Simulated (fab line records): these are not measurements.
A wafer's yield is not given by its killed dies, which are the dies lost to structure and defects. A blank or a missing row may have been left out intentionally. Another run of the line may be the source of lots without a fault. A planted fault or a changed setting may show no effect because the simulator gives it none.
Chamber matching | flow nand-harc | cmp-03 running NHARC_P_M0_CMP_23: 4 sister chambers
The step polishes, t overpolish 20 s, target thk 117.54 nm. 4 wafers are shown with their chamber, then 10 later ones without.

## EACH WAFER AND ITS CHAMBER
wafer  | chamber | motor-current-A (A)
L085.3 | 2       | 13.2
L085.4 | 3       | 13.5
L088.3 | 0       | 13.3
L088.4 | 1       | 10.9

## WAFERS WHOSE CHAMBER IS MISSING
wafer  | motor-current-A (A)
L088.6 | 13.6
L091.3 | 13.4
L091.4 | 10.6
L091.6 | 11.1
L092.4 | 11.2
L092.5 | 14.3
L092.6 | 13.4
L096.2 | 10.8
L096.3 | 13.5
L096.5 | 13.4

## CHAMBER TAKEN BY EACH
wafer  | from the rows above          | in truth
L088.6 | can't be placed: 3 or 0 or 2 | 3
L091.3 | can't be placed: 0 or 3 or 2 | 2
L091.4 | 1                            | 1
L091.6 | 1                            | 1
L092.4 | 1                            | 1
L092.5 | can't be placed: 3 or 0 or 2 | 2
L092.6 | can't be placed: 0 or 3 or 2 | 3
L096.2 | 1                            | 1
L096.3 | can't be placed: 3 or 0 or 2 | 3
L096.5 | can't be placed: 0 or 3 or 2 | 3
Correctly placed: 4 of 10. From these rows, 6 cannot be placed; in 6 the true chamber is one of the candidates. 0 placed wrongly.
How it was worked out, from the rows above alone: a wafer's distance from a chamber is the root of the sum, over the readings, of the square of ((its reading less the chamber's mean) divided by the reading's scatter). The wafer belongs to the nearest chamber; if the next one is less than 2 further off, it can't be placed. The mean given for a chamber averages the wafers shown for that chamber. The scatter: with one shown wafer a chamber, the root of the mean of the squares of how far each hidden wafer lies from its nearest shown one.
